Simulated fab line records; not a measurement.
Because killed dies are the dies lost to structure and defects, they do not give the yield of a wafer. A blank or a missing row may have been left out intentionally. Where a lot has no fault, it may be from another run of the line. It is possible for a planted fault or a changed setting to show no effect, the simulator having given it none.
fab line records	flow n5_finfet	part 1 of 2: steps 1 to 4 of 6
[record] lots = 23	wafers = 69	last_day = 17
route steps=1938 shown BEOL_M11@1571 BEOL_M12@1636
lots that met no fault: from a run of the same line without faults
start_h: hours from the record's opening day to when the first of the lot's shown wafers began	wait_h: how many hours have passed since the lot's step before this one	" as in the row above	L1.1+2: a single row standing in for several wafers	- no value, or no start was given	* or withheld: withheld	< > ~ a bound
route shown NAME@n: NAME is a module with steps in the file, n the number in the route of the first one	usual: mean and standard deviation over wafers with no fault	same: alike in all rows	chamber/n: place in a boat	sites: per-site readings	_std_site: the values' standard deviation	_edge_site: the outer-site mean with the inner-site mean subtracted	radius_mm: for every site, how far away it sits from the centre of the wafer	mask NAME#n: copy n	behind: the tool/chamber that last shaped the wafer	hold: reason for holding the lot/hours on hold/outcome of the hold	device: which transistor (n, p or np) failed to switch	end of line: the same wafers' tests at the end of the route	for a step that has no rows: nothing shown but its recipe	killed: count of dies lost to structure and defects at first sort (not the wafer's yield)	map: the dies of a wafer, with x for killed, . for not killed, _ for no die there
set.NAME: the run value of the setting; set.NAME@STEP: its run value at that earlier step	model.NAME: the simulator's own value behind a step, which no gauge read
the route's steps for a sample of lots (tables are steps, rows are wafers)
services: a tool's chamber out of use, with start hour (start_h, from the record's first day; less than 0 if before it), hours out, and reason
[[steps]]
[step N5_BEOL_M11_DESCUM_33]
[recipe] chemistry = O2	time_s = 7.9	source_power_w = 50	bias_power_w = 20	pressure_mtorr = 20	rf_frequency_hz = 2.712e+07	temp_c = 40	resist = CAR-ArF	o2_flow_sccm = 225
[usual] drypump_motor_current_A = 5.6/0.5	oes_product_au = 0.74/0.057	rf_vpp_V = 243.4/1.6	showerhead_plenum_p_Torr = 2.11/0.085	throttle_valve_pct = 20.52/0.24
lot.wafer	tool	chamber	start_h	wait_h	drypump_motor_current_A	oes_product_au	rf_hours_counter_h	rf_vpp_V	showerhead_plenum_p_Torr	throttle_valve_pct
L074.1	rie_diel-03	3	229.63	0.0	5.8	0.76	121	244.9	2.19	20.51
L074.2	"	2	"	"	6.4	0.73	170	243.8	2.16	20.19
L074.4	"	0	"	"	5.3	0.72	189	243.2	2.08	20.68
L075.1	rie_diel-02	0	236.60	0.0	5.3	0.73	185	242.2	2.07	20.60
L075.3	"	1	"	"	4.9	0.69	218	241.1	1.98	20.10
L075.4	"	2	"	"	6.1	0.78	126	239.4	1.93	20.80
L076.2	rie_diel-02	0	252.21	0.8	5.3	0.72	190	242.7	2.07	20.61
L076.3	"	1	"	"	4.9	0.67	224	240.6	1.98	20.11
L076.5	"	2	"	"	6.1	0.77	-	239.2	1.93	20.82
L077.2	rie_diel-02	2	259.61	0.0	6.1	0.76	134	240.2	1.93	20.82
L077.5	"	0	"	"	5.3	0.71	-	242.9	2.06	20.60
L077.6	"	3	"	"	5.6	0.82	-	244.1	2.19	20.31
L080.3	rie_diel-03	0	259.78	0.0	5.3	0.71	199	243.7	2.07	20.70
L080.4	"	3	"	"	5.8	0.75	131	246.2	2.18	20.52
L080.5	"	2	"	"	6.5	0.72	-	245.3	2.16	20.20
L079.1	rie_diel-01	0	260.08	0.2	6.2	0.69	212	244.0	2.16	20.60
L079.3	"	1	"	"	5.8	0.82	62	244.7	2.22	20.70
L079.4	"	3	"	"	5.2	0.74	180	242.9	2.08	20.65
L081.1	rie_diel-03	3	265.07	0.0	5.8	0.76	133	245.1	2.18	20.54
L081.5	"	2	"	"	6.4	0.72	-	243.7	2.16	20.21
L081.6	"	3	"	"	5.8	0.75	-	244.0	2.18	20.53
L078.1	rie_diel-03	3	266.50	0.0	5.8	0.75	133	245.1	2.18	20.54
L078.5	"	1	"	"	5.2	0.72	-	243.4	2.08	20.75
L078.6	"	2	"	"	6.4	0.73	-	244.5	2.15	20.23
L082.3	rie_diel-02	1	274.02	0.2	4.9	0.67	231	240.5	1.98	20.11
L082.4	"	2	"	"	6.1	0.75	140	240.2	1.93	20.82
L082.6	"	3	"	"	5.6	0.81	-	245.2	2.19	20.29
L083.2	rie_diel-02	0	282.12	0.1	5.3	0.71	200	243.5	2.06	20.62
L083.4	"	2	"	"	6.0	0.76	142	239.5	1.93	20.85
L083.5	"	1	"	"	4.9	0.68	-	242.1	1.97	20.12
L084.2	rie_diel-01	1	289.62	0.0	5.8	0.82	69	244.6	2.22	20.72
L084.5	"	2	"	"	4.8	0.88	-	245.6	2.21	20.36
L084.6	"	3	"	"	5.2	0.74	-	244.1	2.07	20.66
L085.2	rie_diel-03	0	305.25	0.0	5.3	0.71	212	242.1	2.07	20.71
L085.3	"	1	"	"	5.2	0.70	191	244.1	2.08	20.76
L085.4	"	2	"	"	6.5	0.71	193	244.6	2.15	20.23
L089.1	rie_diel-01	2	315.96	0.9	4.8	0.87	57	246.6	2.21	20.36
L089.3	"	0	"	"	6.2	0.68	227	245.4	2.16	20.62
L089.4	"	3	"	"	5.2	0.73	195	243.7	2.07	20.69
L086.1	rie_diel-03	2	315.97	0.8	6.4	0.72	196	243.6	2.15	20.22
L086.3	"	3	"	"	5.8	0.73	148	246.2	2.18	20.55
L086.4	"	0	"	"	5.3	0.72	216	242.8	2.07	20.71
L091.2	rie_diel-03	3	319.40	0.0	5.8	0.73	150	245.2	2.18	20.53
L091.3	"	2	"	"	6.4	0.72	197	243.5	2.15	20.23
L091.5	"	2	"	"	6.4	0.71	-	243.9	2.15	20.25
L090.1	rie_diel-02	0	321.75	0.0	5.3	0.70	214	241.7	2.06	20.63
L090.4	"	3	"	"	5.6	0.80	99	245.6	2.18	20.34
L090.6	"	0	"	"	5.3	0.71	-	243.6	2.06	20.64
L088.3	rie_diel-03	2	323.96	0.0	6.4	0.71	198	244.5	2.15	20.22
L088.5	"	0	"	"	5.3	0.70	-	243.5	2.07	20.69
L088.6	"	1	"	"	5.2	0.71	-	244.1	2.08	20.76
L093.3	rie_diel-02	0	329.07	0.0	5.3	0.70	215	242.5	2.06	20.64
L093.4	"	2	"	"	6.1	0.75	156	240.7	1.92	20.84
L093.5	"	3	"	"	5.6	0.80	-	244.8	2.18	20.33
L092.4	rie_diel-03	2	350.44	0.0	6.4	0.71	-	244.5	2.15	20.25
L092.5	"	3	"	"	5.8	0.74	-	245.5	2.17	20.57
L092.6	"	0	"	"	5.3	0.71	-	241.5	2.06	20.72
L094.1	rie_diel-02	3	351.74	0.0	5.6	0.78	110	243.1	2.18	20.35
L094.4	"	2	"	"	6.1	0.74	-	239.6	1.92	20.86
L094.6	"	3	"	"	5.6	0.78	-	243.1	2.18	20.34
L096.1	rie_diel-01	1	371.92	0.0	5.8	0.80	90	244.0	2.21	20.75
L096.3	"	3	"	"	5.2	0.73	206	243.3	2.07	20.70
L096.5	"	3	"	"	5.2	0.72	-	244.0	2.07	20.70
L095.1	rie_diel-03	2	374.32	0.0	6.4	0.70	218	243.2	2.14	20.28
L095.3	"	3	"	"	5.9	0.72	165	242.9	2.17	20.58
L095.4	"	1	"	"	5.2	0.70	209	242.7	2.07	20.79
L097.3	rie_diel-02	0	374.37	0.0	5.3	0.69	234	242.9	2.05	20.67
L097.4	"	2	"	"	6.1	0.73	175	240.1	1.92	20.86
L097.6	"	1	"	"	4.9	0.98	-	244.9	2.23	19.84
[step N5_BEOL_M11_TRENCH_ETCH_37]
[recipe] chemistry = C4F6/O2	target_depth_a = 1488.3	target = SiCOH_lowk	time_s = 48	ion_energy_ev = 250	pressure_mtorr = 30	source_w = 345	bias_w = 185	Ar_flow_sccm = 300	C4F6_flow_sccm = 10	O2_flow_sccm = 10
[usual] bias_w = 184.9/0.53	drypump_motor_current_A = 5.6/0.5	oes_f_703_au = 0.74/0.057	oes_o_777_au = 0.74/0.056	oes_product_au = 0.74/0.058	rf_vpp_V = 664/14	showerhead_plenum_p_Torr = 2.88/0.11	throttle_valve_pct = 21.09/0.22
lot.wafer	tool	chamber	start_h	wait_h	bias_w	drypump_motor_current_A	oes_f_703_au	oes_o_777_au	oes_product_au	rf_hours_counter_h	rf_vpp_V	showerhead_plenum_p_Torr	throttle_valve_pct
L074.1	rie_diel-03	3	-	-	184.7	5.9	0.74	0.74	0.75	122	680	2.97	21.00
L074.2	"	2	"	"	185.7	6.4	0.72	0.70	0.74	171	683	2.95	20.77
L074.4	"	0	"	"	184.7	5.3	0.74	0.74	0.73	189	645	2.84	21.23
L075.1	rie_diel-02	0	-	-	185.3	5.3	0.73	0.71	0.71	185	665	2.85	21.29
L075.3	"	1	"	"	185.8	4.9	0.70	0.70	0.69	218	664	2.72	20.72
L075.4	"	2	"	"	184.8	6.1	0.77	0.78	0.77	126	661	2.64	21.29
L076.2	rie_diel-02	0	-	-	184.1	5.3	0.72	0.71	0.71	191	663	2.85	21.28
L076.3	"	1	"	"	184.7	4.9	0.70	0.69	0.69	224	665	2.72	20.73
L076.5	"	2	"	"	185.1	6.1	0.76	0.77	0.76	-	661	2.64	21.29
L077.2	rie_diel-02	2	-	-	184.8	6.1	0.75	0.77	0.75	135	660	2.64	21.31
L077.5	"	0	"	"	184.9	5.3	0.72	0.71	0.70	-	663	2.85	21.28
L077.6	"	3	"	"	186.0	5.6	0.82	0.80	0.82	-	665	3.01	21.02
L080.3	rie_diel-03	0	-	-	184.8	5.3	0.73	0.73	0.72	199	646	2.83	21.27
L080.4	"	3	"	"	184.3	5.9	0.75	0.73	0.75	131	683	2.96	21.02
L080.5	"	2	"	"	185.7	6.5	0.71	0.71	0.72	-	683	2.95	20.78
L079.1	rie_diel-01	0	-	-	185.5	6.1	0.69	0.69	0.70	212	662	2.92	21.01
L079.3	"	1	"	"	184.5	5.8	0.84	0.83	0.82	62	670	2.98	21.04
L079.4	"	3	"	"	185.2	5.2	0.77	0.76	0.74	180	655	2.85	21.29
L081.1	rie_diel-03	3	-	-	185.5	5.8	0.73	0.73	0.73	133	681	2.96	21.00
L081.5	"	2	"	"	185.0	6.4	0.71	0.71	0.72	-	684	2.94	20.78
L081.6	"	3	"	"	185.7	5.8	0.73	0.73	0.75	-	683	2.96	21.01
L078.1	rie_diel-03	3	-	-	184.8	5.8	0.73	0.74	0.75	133	682	2.96	21.03
L078.5	"	1	"	"	185.3	5.2	0.71	0.71	0.71	-	641	2.84	21.29
L078.6	"	2	"	"	185.7	6.4	0.71	0.70	0.73	-	683	2.94	20.77
L082.3	rie_diel-02	1	-	-	186.4	4.9	0.69	0.69	0.69	231	665	2.72	20.71
L082.4	"	2	"	"	185.0	6.1	0.75	0.76	0.75	140	659	2.63	21.31
L082.6	"	3	"	"	185.7	5.7	0.82	0.80	0.82	-	666	3.01	21.05
L083.2	rie_diel-02	0	-	-	184.7	5.3	0.72	0.71	0.71	200	663	2.84	21.31
L083.4	"	2	"	"	184.5	6.1	0.75	0.76	0.75	143	662	2.63	21.32
L083.5	"	1	"	"	183.9	4.9	0.69	0.68	0.67	-	666	2.71	20.75
L084.2	rie_diel-01	1	-	-	185.1	5.8	0.81	0.82	0.81	70	671	2.97	21.03
L084.5	"	2	"	"	184.5	4.8	0.88	0.87	0.88	-	655	3.01	20.91
L084.6	"	3	"	"	185.6	5.2	0.76	0.75	0.74	-	655	2.85	21.31
L085.2	rie_diel-03	0	-	-	184.9	5.3	0.72	0.71	0.70	212	646	2.83	21.29
L085.3	"	1	"	"	185.4	5.2	0.70	0.70	0.69	191	642	2.84	21.29
L085.4	"	2	"	"	185.7	6.4	0.70	0.69	0.71	193	684	2.94	20.80
L089.1	rie_diel-01	2	-	-	184.3	4.8	0.88	0.86	0.87	57	655	3.00	20.91
L089.3	"	0	"	"	185.2	6.2	0.68	0.68	0.69	228	662	2.92	21.06
L089.4	"	3	"	"	184.1	5.2	0.75	0.74	0.74	195	654	2.84	21.33
L086.1	rie_diel-03	2	-	-	184.4	6.5	0.70	0.70	0.71	196	683	2.94	20.80
L086.3	"	3	"	"	183.9	5.8	0.73	0.72	0.72	148	682	2.95	21.02
L086.4	"	0	"	"	184.9	5.3	0.72	0.72	0.71	216	644	2.82	21.30
L091.2	rie_diel-03	3	-	-	185.2	5.8	0.72	0.72	0.73	150	683	2.95	21.03
L091.3	"	2	"	"	184.5	6.4	0.70	0.69	0.72	197	684	2.94	20.82
L091.5	"	2	"	"	184.6	6.4	0.69	0.68	0.71	-	684	2.94	20.81
L090.1	rie_diel-02	0	-	-	184.5	5.3	0.70	0.69	0.70	214	664	2.84	21.33
L090.4	"	3	"	"	184.4	5.6	0.80	0.78	0.80	99	665	3.00	21.05
L090.6	"	0	"	"	185.1	5.3	0.71	0.69	0.70	-	664	2.84	21.34
L088.3	rie_diel-03	2	-	-	184.4	6.4	0.70	0.69	0.72	198	683	2.94	20.80
L088.5	"	0	"	"	184.8	5.3	0.72	0.72	0.71	-	643	2.82	21.29
L088.6	"	1	"	"	184.4	5.2	0.70	0.69	0.69	-	642	2.84	21.30
L093.3	rie_diel-02	0	-	-	184.3	5.3	0.70	0.70	0.70	215	664	2.84	21.34
L093.4	"	2	"	"	184.8	6.1	0.74	0.75	0.74	156	660	2.63	21.34
L093.5	"	3	"	"	185.1	5.6	0.79	0.78	0.81	-	666	3.00	21.06
L092.4	rie_diel-03	2	-	-	184.6	6.4	0.69	0.68	0.70	-	683	2.93	20.82
L092.5	"	3	"	"	184.4	5.8	0.72	0.71	0.72	-	683	2.95	21.05
L092.6	"	0	"	"	184.4	5.3	0.71	0.70	0.70	-	646	2.82	21.32
L094.1	rie_diel-02	3	-	-	185.9	5.6	0.79	0.77	0.80	110	666	3.00	21.07
L094.4	"	2	"	"	185.2	6.1	0.74	0.74	0.73	-	659	2.62	21.35
L094.6	"	3	"	"	185.7	5.6	0.79	0.77	0.80	-	665	3.00	21.07
L096.1	rie_diel-01	1	-	-	184.9	5.8	0.79	0.80	0.79	90	670	2.96	21.06
L096.3	"	3	"	"	185.2	5.2	0.75	0.74	0.72	207	654	2.84	21.33
L096.5	"	3	"	"	184.9	5.2	0.74	0.74	0.72	-	654	2.84	21.33
L095.1	rie_diel-03	2	-	-	185.2	6.5	0.68	0.67	0.69	218	684	2.93	20.83
L095.3	"	3	"	"	185.6	5.8	0.71	0.71	0.71	165	682	2.95	21.07
L095.4	"	1	"	"	185.0	5.2	0.69	0.69	0.69	209	642	2.83	21.34
L097.3	rie_diel-02	0	-	-	185.3	5.3	0.69	0.68	0.69	235	662	2.83	21.36
L097.4	"	2	"	"	184.3	6.1	0.73	0.74	0.72	175	661	2.62	21.36
L097.6	"	1	"	"	184.5	4.9	0.96	0.96	0.99	-	677	3.05	20.44
[step N5_BEOL_M11_PRE_CLEAN_45]
[recipe] gas = H2/He	time_s = 30	temp_c = 250
[usual] heater_power_w = 350/24
lot.wafer	tool	chamber	start_h	wait_h	heater_power_w
L074.1	pvd_sputter-01	-	230.78	0.0	326
L074.2	"	-	"	"	318
L074.4	"	-	"	"	350
L075.1	pvd_sputter-02	-	237.72	0.0	358
L075.3	"	-	"	"	348
L075.4	"	-	"	"	375
L076.2	pvd_sputter-03	-	253.26	0.0	330
L076.3	"	-	"	"	404
L076.5	"	-	"	"	396
L080.3	pvd_sputter-02	-	260.90	0.0	379
L080.4	"	-	"	"	359
L080.5	"	-	"	"	355
L077.2	pvd_sputter-02	-	260.98	0.0	346
L077.5	"	-	"	"	341
L077.6	"	-	"	"	346
L079.1	pvd_sputter-03	-	261.72	0.0	331
L079.3	"	-	"	"	320
L079.4	"	-	"	"	402
L081.1	pvd_sputter-01	-	266.67	0.0	322
L081.5	"	-	"	"	330
L081.6	"	-	"	"	315
L078.1	pvd_sputter-03	-	267.59	0.0	341
L078.5	"	-	"	"	394
L078.6	"	-	"	"	329
L082.3	pvd_sputter-03	-	275.07	0.0	345
L082.4	"	-	"	"	400
L082.6	"	-	"	"	405
L083.2	pvd_sputter-03	-	283.51	0.0	409
L083.4	"	-	"	"	336
L083.5	"	-	"	"	323
L084.2	pvd_sputter-01	-	291.06	0.0	328
L084.5	"	-	"	"	342
L084.6	"	-	"	"	369
L085.2	pvd_sputter-03	-	306.32	0.0	397
L085.3	"	-	"	"	335
L085.4	"	-	"	"	333
L089.1	pvd_sputter-02	-	319.04	0.0	371
L089.3	"	-	"	"	361
L089.4	"	-	"	"	349
L086.1	pvd_sputter-02	-	319.12	0.0	366
L086.3	"	-	"	"	348
L086.4	"	-	"	"	339
L091.2	pvd_sputter-02	-	320.96	0.0	385
L091.3	"	-	"	"	340
L091.5	"	-	"	"	376
L090.1	pvd_sputter-03	-	324.13	0.0	395
L090.4	"	-	"	"	333
L090.6	"	-	"	"	340
L088.3	pvd_sputter-03	-	325.39	0.0	404
L088.5	"	-	"	"	340
L088.6	"	-	"	"	338
L093.3	pvd_sputter-02	-	330.26	0.0	350
L093.4	"	-	"	"	349
L093.5	"	-	"	"	346
L092.4	pvd_sputter-01	-	352.57	0.0	312
L092.5	"	-	"	"	323
L092.6	"	-	"	"	324
L094.1	pvd_sputter-01	-	352.93	0.0	361
L094.4	"	-	"	"	334
L094.6	"	-	"	"	349
L096.1	pvd_sputter-01	-	372.98	0.0	340
L096.3	"	-	"	"	309
L096.5	"	-	"	"	367
L097.3	pvd_sputter-03	-	375.59	0.0	344
L097.4	"	-	"	"	338
L097.6	"	-	"	"	343
L095.1	pvd_sputter-01	-	375.69	0.0	342
L095.3	"	-	"	"	321
L095.4	"	-	"	"	361
[step N5_BEOL_M11_ALD_74]
[recipe] material = TaN	target_thk_a = 20	temp_c = 275	ald_precursor_family = PDMAT	ald_co_reactant = NH3	pressure_torr = 3	carrier_flow_sccm = 1500	pulse_time_s = 2	purge_time_s = 3	co_reactant_purge_time_s = 2	co_reactant_pulse_time_s = 3	ald_cycles = 40	precursor_vessel_temp_c = 75	precursor_vessel_pressure_torr = 26.25	precursor_vessel_carrier_sccm = 1000
[usual] chamber_pressure_Torr = 3.001/0.006	heater_power_w = 423/46
lot.wafer	tool	chamber	start_h	wait_h	chamber_pressure_Torr	heater_power_w
L074.1	ald_metal-03	3	230.84	0.0	2.998	348
L074.2	"	1	"	"	3.002	472
L074.4	"	2	"	"	3.011	432
L075.1	ald_metal-04	3	237.83	0.1	2.994	424
L075.3	"	1	"	"	2.995	459
L075.4	"	0	"	"	2.999	391
L076.2	ald_metal-04	0	253.55	0.3	3.001	391
L076.3	"	3	"	"	2.999	427
L076.5	"	3	"	"	2.990	433
L080.3	ald_metal-04	0	260.98	0.1	2.992	396
L080.4	"	1	"	"	2.993	443
L080.5	"	1	"	"	3.001	441
L077.2	ald_metal-01	1	261.18	0.2	2.997	325
L077.5	"	2	"	"	3.006	427
L077.6	"	1	"	"	3.001	334
L079.1	ald_metal-04	0	261.78	0.0	2.996	387
L079.3	"	2	"	"	2.999	415
L079.4	"	1	"	"	2.998	436
L081.1	ald_metal-01	2	266.75	0.1	2.997	428
L081.5	"	0	"	"	2.994	405
L081.6	"	3	"	"	3.014	443
L078.1	ald_metal-01	2	267.69	0.1	3.003	438
L078.5	"	1	"	"	3.002	327
L078.6	"	2	"	"	3.003	423
L082.3	ald_metal-01	2	275.36	0.3	3.000	427
L082.4	"	1	"	"	3.011	332
L082.6	"	3	"	"	3.007	443
L083.2	ald_metal-01	0	283.57	0.0	3.014	427
L083.4	"	2	"	"	2.994	440
L083.5	"	2	"	"	3.001	444
L084.2	ald_metal-04	3	291.12	0.0	2.994	426
L084.5	"	2	"	"	3.002	401
L084.6	"	1	"	"	3.003	444
L085.2	ald_metal-04	2	306.38	0.0	3.005	410
L085.3	"	1	"	"	2.997	453
L085.4	"	3	"	"	3.001	424
L089.1	ald_metal-03	2	319.10	0.0	3.001	431
L089.3	"	3	"	"	2.999	346
L089.4	"	0	"	"	3.003	503
L086.1	ald_metal-04	0	319.18	0.0	2.997	388
L086.3	"	1	"	"	3.009	451
L086.4	"	2	"	"	2.995	406
L091.2	ald_metal-03	2	321.02	0.0	3.017	436
L091.3	"	0	"	"	3.002	491
L091.5	"	0	"	"	3.004	504
L090.1	ald_metal-03	2	324.19	0.0	3.011	424
L090.4	"	3	"	"	3.001	349
L090.6	"	3	"	"	2.996	349
L088.3	ald_metal-03	3	325.45	0.0	2.989	347
L088.5	"	1	"	"	3.002	488
L088.6	"	0	"	"	2.998	520
L093.3	ald_metal-04	3	330.32	0.0	3.007	430
L093.4	"	1	"	"	3.002	443
L093.5	"	3	"	"	3.002	428
L092.4	ald_metal-03	3	352.63	0.0	3.002	343
L092.5	"	2	"	"	2.992	434
L092.6	"	3	"	"	3.007	342
L094.1	ald_metal-04	1	352.99	0.0	2.996	450
L094.4	"	0	"	"	2.992	393
L094.6	"	0	"	"	3.006	392
L096.1	ald_metal-01	1	373.10	0.1	3.000	316
L096.3	"	3	"	"	3.007	444
L096.5	"	3	"	"	3.004	431
L097.3	ald_metal-04	3	375.69	0.1	3.001	440
L097.4	"	0	"	"	3.005	394
L097.6	"	3	"	"	2.998	416
L095.1	ald_metal-03	2	375.75	0.0	2.991	428
L095.3	"	3	"	"	3.001	351
L095.4	"	1	"	"	3.001	469
